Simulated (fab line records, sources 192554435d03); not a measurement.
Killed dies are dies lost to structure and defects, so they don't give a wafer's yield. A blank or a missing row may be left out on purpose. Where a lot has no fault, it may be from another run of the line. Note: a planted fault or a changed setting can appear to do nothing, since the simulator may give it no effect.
Chamber matching | flow n5_finfet | 4 sister chambers for N5_SDB_CUT_ETCH_26 on rie_si-01
The step etches Si in HBr/Cl2/O2, target depth 129.6 nm, bt time 20 s, time 51.8 s. 4 wafers are shown with their chamber, then 10 later ones without.

## EACH WAFER AND ITS CHAMBER
wafer  | chamber | drypump_motor_current_A (A)
L080.5 | 2       | 5.7
L086.4 | 0       | 5.3
L089.1 | 3       | 6.7
L089.5 | 1       | 5.3

## WAFERS WHOSE CHAMBER IS MISSING
wafer  | drypump_motor_current_A (A)
L089.6 | 5.3
L090.1 | 5.8
L090.3 | 5.3
L090.5 | 5.8
L092.3 | 6.7
L092.4 | 5.8
L092.6 | 5.8
L097.1 | 6.7
L097.2 | 5.8
L097.3 | 5.3

## WHICH CHAMBER EACH ONE RAN IN
wafer  | from the rows above     | in truth
L089.6 | can't be placed: 0 or 1 | 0
L090.1 | 2                       | 2
L090.3 | can't be placed: 0 or 1 | 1
L090.5 | 2                       | 2
L092.3 | 3                       | 3
L092.4 | 2                       | 2
L092.6 | 2                       | 2
L097.1 | 3                       | 3
L097.2 | 2                       | 2
L097.3 | can't be placed: 0 or 1 | 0
Correctly placed: 7 of 10. Unplaceable from these rows: 3, with the true chamber sitting among the candidates in 3. Number placed wrongly: 0.
How it was worked out, from the rows above alone: a wafer's distance from a chamber is the root of the sum, over the readings, of the square of ((its reading less the chamber's mean) divided by the reading's scatter). If the next closest chamber is less than 2 further off than the closest, the wafer can't be placed; otherwise it belongs to the closest. Each chamber's mean is taken over the wafers shown for it. The scatter: with one shown wafer a chamber, the root of the mean of the squares of how far each hidden wafer lies from its nearest shown one.
